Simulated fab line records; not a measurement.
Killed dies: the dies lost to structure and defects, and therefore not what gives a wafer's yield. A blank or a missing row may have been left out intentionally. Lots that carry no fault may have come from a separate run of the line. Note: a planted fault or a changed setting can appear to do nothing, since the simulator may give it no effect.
The tool behind it: which one? || flow n5-finfet || 10 lots, 27 wafers sampled, at 5 steps of a route of 1938

== WHAT THE GAUGES SHOWED, per wafer ==
N5_MOL_CONTACT_COAG_INSPECT_57: inspects for defects (brightfield).
{"lot": "L972", "measured": "day 5 08:20", "on": "defect-inspect-01", "raw-defect-count": "206 282 269"}
{"lot": "L976", "measured": "day 6 10:46", "on": "defect-inspect-02", "raw-defect-count": "211 203 234"}
{"lot": "L978", "measured": "day 6 16:13", "on": "defect-inspect-01", "raw-defect-count": "162 215 196"}
{"lot": "L979", "measured": "day 7 06:53", "on": "defect-inspect-02", "raw-defect-count": "164 190 196"}
{"lot": "L981", "measured": "day 7 09:52", "on": "defect-inspect-01", "raw-defect-count": "134 198 137"}
{"lot": "L983", "measured": "day 8 02:09", "on": "defect-inspect-02", "raw-defect-count": "226 242 186"}
{"lot": "L984", "measured": "day 8 13:41", "on": "defect-inspect-01", "raw-defect-count": "261 176 206"}
{"lot": "L987", "measured": "day 9 00:44", "on": "defect-inspect-02", "raw-defect-count": "198 182"}
{"lot": "L988", "measured": "day 9 08:55", "on": "defect-inspect-02", "raw-defect-count": "211 156"}
{"lot": "L992", "measured": "day 10 09:38", "on": "defect-inspect-01", "raw-defect-count": "233 234"}

N5_BEOL_M4_RC_MEAS_101.
{"lot": "L972", "measured": "day 8 15:29", "on": "prober-01", "DIBL_N (mV/V)": "35.6 39.3 37.9", "DIBL_P (mV/V)": "34.3 38.9 37.1", "IOFF_N (nA/um)": "0.13 0.22 0.19", "IOFF_P (nA/um)": "0.14 0.20 0.18", "ION_N (uA/um)": "654 684 686", "ION_P (uA/um)": "441 455 455", "SS_N (mV/dec)": "71.5 73.0 72.5", "SS_P (mV/dec)": "72.4 73.8 73.3", "VT_N (mV)": "255 247 249", "VT_P (mV)": "-257 -256 -254"}
{"lot": "L976", "measured": "day 9 08:56", "on": "prober-02", "DIBL_N (mV/V)": "39.0 32.9 37.2", "DIBL_P (mV/V)": "37.7 31.1 35.9", "IOFF_N (nA/um)": "0.24 0.12 0.20", "IOFF_P (nA/um)": "0.23 0.15 0.21", "ION_N (uA/um)": "679 672 688", "ION_P (uA/um)": "456 463 465", "SS_N (mV/dec)": "72.0 70.8 72.7", "SS_P (mV/dec)": "74.2 72.4 73.9", "VT_N (mV)": "245 255 245", "VT_P (mV)": "-248 -252 -248"}
{"lot": "L978", "measured": "day 9 10:58", "on": "prober-01", "DIBL_N (mV/V)": "34.8 37.2 34.0", "DIBL_P (mV/V)": "33.8 36.0 32.3", "IOFF_N (nA/um)": "0.13 0.16 0.12", "IOFF_P (nA/um)": "0.16 0.18 0.13", "ION_N (uA/um)": "664 678 660", "ION_P (uA/um)": "456 457 448", "SS_N (mV/dec)": "71.1 71.7 70.9", "SS_P (mV/dec)": "73.1 73.2 71.5", "VT_N (mV)": "251 248 255", "VT_P (mV)": "-257 -253 -257"}
{"lot": "L979", "measured": "day 10 10:59", "on": "prober-01", "DIBL_N (mV/V)": "35.8 36.6 36.7", "DIBL_P (mV/V)": "35.1 34.8 35.7", "IOFF_N (nA/um)": "0.16 0.16 0.16", "IOFF_P (nA/um)": "0.19 0.19 0.20", "ION_N (uA/um)": "697 688 690", "ION_P (uA/um)": "474 464 471", "SS_N (mV/dec)": "71.5 71.2 71.1", "SS_P (mV/dec)": "72.5 73.1 72.8", "VT_N (mV)": "246 247 247", "VT_P (mV)": "-249 -251 -250"}
{"lot": "L981", "measured": "day 10 14:34", "on": "prober-01", "DIBL_N (mV/V)": "34.5 36.8 36.8", "DIBL_P (mV/V)": "34.6 37.8 36.9", "IOFF_N (nA/um)": "0.13 0.15 0.16", "IOFF_P (nA/um)": "0.17 0.20 0.19", "ION_N (uA/um)": "684 669 668", "ION_P (uA/um)": "464 453 457", "SS_N (mV/dec)": "71.4 71.6 71.8", "SS_P (mV/dec)": "72.2 73.7 73.4", "VT_N (mV)": "252 251 249", "VT_P (mV)": "-252 -255 -253"}
{"lot": "L983", "measured": "day 11 11:31", "on": "prober-02", "DIBL_N (mV/V)": "34.3 39.5 32.7", "DIBL_P (mV/V)": "34.2 41.3 31.6", "IOFF_N (nA/um)": "0.13 0.25 0.11", "IOFF_P (nA/um)": "0.17 0.31 0.14", "ION_N (uA/um)": "660 712 669", "ION_P (uA/um)": "454 480 457", "SS_N (mV/dec)": "71.3 72.6 70.9", "SS_P (mV/dec)": "71.9 74.3 72.1", "VT_N (mV)": "251 242 253", "VT_P (mV)": "-253 -243 -254"}
{"lot": "L984", "measured": "day 11 18:20", "on": "prober-02", "DIBL_N (mV/V)": "33.6 35.7 34.1", "DIBL_P (mV/V)": "33.6 36.7 34.6", "IOFF_N (nA/um)": "0.15 0.18 0.16", "IOFF_P (nA/um)": "0.20 0.24 0.22", "ION_N (uA/um)": "688 682 700", "ION_P (uA/um)": "480 469 479", "SS_N (mV/dec)": "70.6 71.7 71.4", "SS_P (mV/dec)": "72.4 72.5 72.1", "VT_N (mV)": "246 248 246", "VT_P (mV)": "-248 -248 -250"}
{"lot": "L987", "measured": "day 11 20:48", "on": "prober-02", "DIBL_N (mV/V)": "38.6 39.1", "DIBL_P (mV/V)": "39.2 38.8", "IOFF_N (nA/um)": "0.20 0.18", "IOFF_P (nA/um)": "0.24 0.23", "ION_N (uA/um)": "681 672", "ION_P (uA/um)": "474 464", "SS_N (mV/dec)": "72.1 71.7", "SS_P (mV/dec)": "73.5 73.8", "VT_N (mV)": "248 251", "VT_P (mV)": "-249 -251"}
{"lot": "L988", "measured": "day 12 14:50", "on": "prober-01", "DIBL_N (mV/V)": "37.6 38.4", "DIBL_P (mV/V)": "37.1 37.6", "IOFF_N (nA/um)": "0.17 0.22", "IOFF_P (nA/um)": "0.22 0.24", "ION_N (uA/um)": "678 669", "ION_P (uA/um)": "467 460", "SS_N (mV/dec)": "71.9 72.4", "SS_P (mV/dec)": "73.8 73.7", "VT_N (mV)": "248 249", "VT_P (mV)": "-246 -248"}
{"lot": "L992", "measured": "day 13 15:11", "on": "prober-01", "DIBL_N (mV/V)": "38.2 35.8", "DIBL_P (mV/V)": "38.1 33.8", "IOFF_N (nA/um)": "0.19 0.13", "IOFF_P (nA/um)": "0.21 0.14", "ION_N (uA/um)": "704 668", "ION_P (uA/um)": "475 445", "SS_N (mV/dec)": "71.7 71.5", "SS_P (mV/dec)": "75.0 73.2", "VT_N (mV)": "247 254", "VT_P (mV)": "-253 -261"}

== EACH LOT AND THE TOOL THAT RAN IT (in order: tool; ch and the chambers of the sampled wafers; start) ==
{"lot": "L972", "N5_MOL_CONTACT_COAG_CMP_23": "cmp-04 ch 0,3, day 4 20:54", "N5_MOL_CONTACT_COAG_ETCHBACK_132": "rie-diel-05 ch 0,1,3, day 5 08:52", "N5_MOL_CONTACT_COAG_ETCH_47": "rie-diel-05 ch 0,1,3, day 5 09:07"}
{"lot": "L976", "N5_MOL_CONTACT_COAG_CMP_23": "cmp-03 ch 0,1, day 6 07:10", "N5_MOL_CONTACT_COAG_ETCHBACK_132": "rie-diel-03 ch 1,2, day 6 11:13", "N5_MOL_CONTACT_COAG_ETCH_47": "rie-diel-03 ch 1,2, day 6 11:29"}
{"lot": "L978", "N5_MOL_CONTACT_COAG_CMP_23": "cmp-04 ch 0,1,3, day 6 12:31", "N5_MOL_CONTACT_COAG_ETCHBACK_132": "rie-diel-01 ch 0,1,3, day 6 16:34", "N5_MOL_CONTACT_COAG_ETCH_47": "rie-diel-01 ch 0,1,3, day 6 16:50"}
{"lot": "L979", "N5_MOL_CONTACT_COAG_CMP_23": "cmp-03 ch 0,1, day 7 02:25", "N5_MOL_CONTACT_COAG_ETCHBACK_132": "rie-diel-03 ch 1, day 7 07:22", "N5_MOL_CONTACT_COAG_ETCH_47": "rie-diel-03 ch 1, day 7 07:46"}
{"lot": "L981", "N5_MOL_CONTACT_COAG_CMP_23": "cmp-03 ch 0,2, day 7 05:26", "N5_MOL_CONTACT_COAG_ETCHBACK_132": "rie-diel-03 ch 0,1,3, day 7 12:02", "N5_MOL_CONTACT_COAG_ETCH_47": "rie-diel-03 ch 0,1,3, day 7 12:17"}
{"lot": "L983", "N5_MOL_CONTACT_COAG_CMP_23": "cmp-03 ch 2,3, day 7 21:26", "N5_MOL_CONTACT_COAG_ETCHBACK_132": "rie-diel-03 ch 0,3, day 8 02:36", "N5_MOL_CONTACT_COAG_ETCH_47": "rie-diel-03 ch 0,3, day 8 02:52"}
{"lot": "L984", "N5_MOL_CONTACT_COAG_CMP_23": "cmp-01 ch 0,2,3, day 8 07:37", "N5_MOL_CONTACT_COAG_ETCHBACK_132": "rie-diel-03 ch 2,3, day 8 14:32", "N5_MOL_CONTACT_COAG_ETCH_47": "rie-diel-03 ch 2,3, day 8 14:48"}
{"lot": "L987", "N5_MOL_CONTACT_COAG_CMP_23": "cmp-04 ch 3, day 8 20:44", "N5_MOL_CONTACT_COAG_ETCHBACK_132": "rie-diel-03 ch 1,2, day 9 01:28", "N5_MOL_CONTACT_COAG_ETCH_47": "rie-diel-03 ch 1,2, day 9 01:43"}
{"lot": "L988", "N5_MOL_CONTACT_COAG_CMP_23": "cmp-04 ch 2, day 9 05:10", "N5_MOL_CONTACT_COAG_ETCHBACK_132": "rie-diel-03 ch 1,2, day 9 09:22", "N5_MOL_CONTACT_COAG_ETCH_47": "rie-diel-03 ch 1,2, day 9 09:38"}
{"lot": "L992", "N5_MOL_CONTACT_COAG_CMP_23": "cmp-01 ch 2,3, day 10 05:43", "N5_MOL_CONTACT_COAG_ETCHBACK_132": "rie-diel-03 ch 0,2, day 10 09:59", "N5_MOL_CONTACT_COAG_ETCH_47": "rie-diel-03 ch 0,2, day 10 10:14"}
- N5_MOL_CONTACT_COAG_CMP_23: polishes, stops on SiO2, t overpolish 1.5 s, target thk 0 nm.
- N5_MOL_CONTACT_COAG_ETCHBACK_132: etches SiO2 in CHF3, target depth 10 nm, time 6.7 s.
- N5_MOL_CONTACT_COAG_ETCH_47: etches SiNx in CH3F/O2, stops on W, target depth 27 nm.

== AS READ BY THE TOOLS THEMSELVES (means over the sampled wafers that have a number; for cases with no such wafer, the mark the record gives instead) ==
N5_MOL_CONTACT_COAG_CMP_23.
{"lot": "L972", "tool": "cmp-04", "motor-current-A (A)": 8.0, "overpolish-run-s (s)": 1.506, "time-to-endpoint-s (s)": 6}
{"lot": "L976", "tool": "cmp-03", "motor-current-A (A)": 9.2, "overpolish-run-s (s)": 1.494, "time-to-endpoint-s (s)": 5}
{"lot": "L978", "tool": "cmp-04", "motor-current-A (A)": 8.2, "overpolish-run-s (s)": 1.497, "time-to-endpoint-s (s)": 9}
{"lot": "L979", "tool": "cmp-03", "motor-current-A (A)": 8.9, "overpolish-run-s (s)": 1.510, "time-to-endpoint-s (s)": 10}
{"lot": "L981", "tool": "cmp-03", "motor-current-A (A)": 8.5, "overpolish-run-s (s)": 1.508, "time-to-endpoint-s (s)": 6}
{"lot": "L983", "tool": "cmp-03", "motor-current-A (A)": 7.9, "overpolish-run-s (s)": 1.499, "time-to-endpoint-s (s)": 5}
{"lot": "L984", "tool": "cmp-01", "motor-current-A (A)": 7.8, "overpolish-run-s (s)": 1.503, "time-to-endpoint-s (s)": 10}
{"lot": "L987", "tool": "cmp-04", "motor-current-A (A)": 7.9, "overpolish-run-s (s)": 1.500, "time-to-endpoint-s (s)": 6}
{"lot": "L988", "tool": "cmp-04", "motor-current-A (A)": 8.2, "overpolish-run-s (s)": 1.498, "time-to-endpoint-s (s)": 12}
{"lot": "L992", "tool": "cmp-01", "motor-current-A (A)": 8.1, "overpolish-run-s (s)": 1.510, "time-to-endpoint-s (s)": 8}

N5_MOL_CONTACT_COAG_ETCHBACK_132.
{"lot": "L972", "tool": "rie-diel-05", "drypump-motor-current-A (A)": 5.65, "oes-product-au (a.u.)": 0.79, "rf-vpp-V (V)": 521, "showerhead-plenum-p-Torr (Torr)": 2.37, "throttle-valve-pct (%)": 18.76}
{"lot": "L976", "tool": "rie-diel-03", "drypump-motor-current-A (A)": 5.50, "oes-product-au (a.u.)": 0.74, "rf-vpp-V (V)": 522, "showerhead-plenum-p-Torr (Torr)": 2.28, "throttle-valve-pct (%)": 18.92}
{"lot": "L978", "tool": "rie-diel-01", "drypump-motor-current-A (A)": 5.74, "oes-product-au (a.u.)": 0.76, "rf-vpp-V (V)": 522, "showerhead-plenum-p-Torr (Torr)": 2.39, "throttle-valve-pct (%)": 18.77}
{"lot": "L979", "tool": "rie-diel-03", "drypump-motor-current-A (A)": 5.39, "oes-product-au (a.u.)": 0.73, "rf-vpp-V (V)": 528, "showerhead-plenum-p-Torr (Torr)": 2.28, "throttle-valve-pct (%)": 19.04}
{"lot": "L981", "tool": "rie-diel-03", "drypump-motor-current-A (A)": 5.52, "oes-product-au (a.u.)": 0.77, "rf-vpp-V (V)": 526, "showerhead-plenum-p-Torr (Torr)": 2.39, "throttle-valve-pct (%)": 18.92}
{"lot": "L983", "tool": "rie-diel-03", "drypump-motor-current-A (A)": 5.59, "oes-product-au (a.u.)": 0.81, "rf-vpp-V (V)": 520, "showerhead-plenum-p-Torr (Torr)": 2.43, "throttle-valve-pct (%)": 18.78}
{"lot": "L984", "tool": "rie-diel-03", "drypump-motor-current-A (A)": 5.67, "oes-product-au (a.u.)": 0.78, "rf-vpp-V (V)": 510, "showerhead-plenum-p-Torr (Torr)": 2.34, "throttle-valve-pct (%)": 18.71}
{"lot": "L987", "tool": "rie-diel-03", "drypump-motor-current-A (A)": 5.51, "oes-product-au (a.u.)": 0.73, "rf-vpp-V (V)": 519, "showerhead-plenum-p-Torr (Torr)": 2.28, "throttle-valve-pct (%)": 18.91}
{"lot": "L988", "tool": "rie-diel-03", "drypump-motor-current-A (A)": 5.54, "oes-product-au (a.u.)": 0.73, "rf-vpp-V (V)": 518, "showerhead-plenum-p-Torr (Torr)": 2.28, "throttle-valve-pct (%)": 18.91}
{"lot": "L992", "tool": "rie-diel-03", "drypump-motor-current-A (A)": 5.62, "oes-product-au (a.u.)": 0.72, "rf-vpp-V (V)": 523, "showerhead-plenum-p-Torr (Torr)": 2.36, "throttle-valve-pct (%)": 18.95}

N5_MOL_CONTACT_COAG_ETCH_47.
{"lot": "L972", "tool": "rie-diel-05", "drypump-motor-current-A (A)": 5.64, "etch-rf-on-time-s (s)": 30.3, "oes-product-au (a.u.)": 0.71, "rf-vpp-V (V)": 296, "showerhead-plenum-p-Torr (Torr)": 1.99, "throttle-valve-pct (%)": 16.38}
{"lot": "L976", "tool": "rie-diel-03", "drypump-motor-current-A (A)": 5.48, "etch-rf-on-time-s (s)": 30.7, "oes-product-au (a.u.)": 0.66, "rf-vpp-V (V)": 296, "showerhead-plenum-p-Torr (Torr)": 1.91, "throttle-valve-pct (%)": 16.51}
{"lot": "L978", "tool": "rie-diel-01", "drypump-motor-current-A (A)": 5.75, "etch-rf-on-time-s (s)": 30.9, "oes-product-au (a.u.)": 0.68, "rf-vpp-V (V)": 297, "showerhead-plenum-p-Torr (Torr)": 2.00, "throttle-valve-pct (%)": 16.39}
{"lot": "L979", "tool": "rie-diel-03", "drypump-motor-current-A (A)": 5.37, "etch-rf-on-time-s (s)": 30.1, "oes-product-au (a.u.)": 0.65, "rf-vpp-V (V)": 300, "showerhead-plenum-p-Torr (Torr)": 1.91, "throttle-valve-pct (%)": 16.62}
{"lot": "L981", "tool": "rie-diel-03", "drypump-motor-current-A (A)": 5.51, "etch-rf-on-time-s (s)": 30.3, "oes-product-au (a.u.)": 0.69, "rf-vpp-V (V)": 299, "showerhead-plenum-p-Torr (Torr)": 2.01, "throttle-valve-pct (%)": 16.52}
{"lot": "L983", "tool": "rie-diel-03", "drypump-motor-current-A (A)": 5.61, "etch-rf-on-time-s (s)": 30.1, "oes-product-au (a.u.)": 0.72, "rf-vpp-V (V)": 296, "showerhead-plenum-p-Torr (Torr)": 2.05, "throttle-valve-pct (%)": 16.42}
{"lot": "L984", "tool": "rie-diel-03", "drypump-motor-current-A (A)": 5.68, "etch-rf-on-time-s (s)": 30.5, "oes-product-au (a.u.)": 0.70, "rf-vpp-V (V)": 289, "showerhead-plenum-p-Torr (Torr)": 1.96, "throttle-valve-pct (%)": 16.33}
{"lot": "L987", "tool": "rie-diel-03", "drypump-motor-current-A (A)": 5.56, "etch-rf-on-time-s (s)": 31.0, "oes-product-au (a.u.)": 0.65, "rf-vpp-V (V)": 294, "showerhead-plenum-p-Torr (Torr)": 1.91, "throttle-valve-pct (%)": 16.50}
{"lot": "L988", "tool": "rie-diel-03", "drypump-motor-current-A (A)": 5.54, "etch-rf-on-time-s (s)": 30.2, "oes-product-au (a.u.)": 0.65, "rf-vpp-V (V)": 294, "showerhead-plenum-p-Torr (Torr)": 1.91, "throttle-valve-pct (%)": 16.52}
{"lot": "L992", "tool": "rie-diel-03", "drypump-motor-current-A (A)": 5.62, "etch-rf-on-time-s (s)": 31.0, "oes-product-au (a.u.)": 0.64, "rf-vpp-V (V)": 296, "showerhead-plenum-p-Torr (Torr)": 1.98, "throttle-valve-pct (%)": 16.56}

== THE ANSWER, worked out from the rows above alone ==
Rule: usual is defined by the lots themselves. The widest of any qualifying gaps counts: lots, ordered by their means at a reading, are off when they make up no more than a third of the lots, leave a main group of 4 or more, and stand apart from it by 3 or more times the standard deviation of that group's means. A main group whose means are all the same, to the digits that the tables above print for the reading, isn't used. Also off: a lot with no number at a reading for which 4 or more lots have one. Where the step has rows for the other lots, those lots are counted as sound. Order of review: gauges by route order, followed by the tools' own readings, for which a lot's mean as printed above is used. At the first step where some lot is off, the reading lying furthest off is the one used; lots without a number count as furthest.
No lot is off at any reading shown: from this, nothing can be told.

== WHAT THE SIMULATOR HAD PUT IN ==
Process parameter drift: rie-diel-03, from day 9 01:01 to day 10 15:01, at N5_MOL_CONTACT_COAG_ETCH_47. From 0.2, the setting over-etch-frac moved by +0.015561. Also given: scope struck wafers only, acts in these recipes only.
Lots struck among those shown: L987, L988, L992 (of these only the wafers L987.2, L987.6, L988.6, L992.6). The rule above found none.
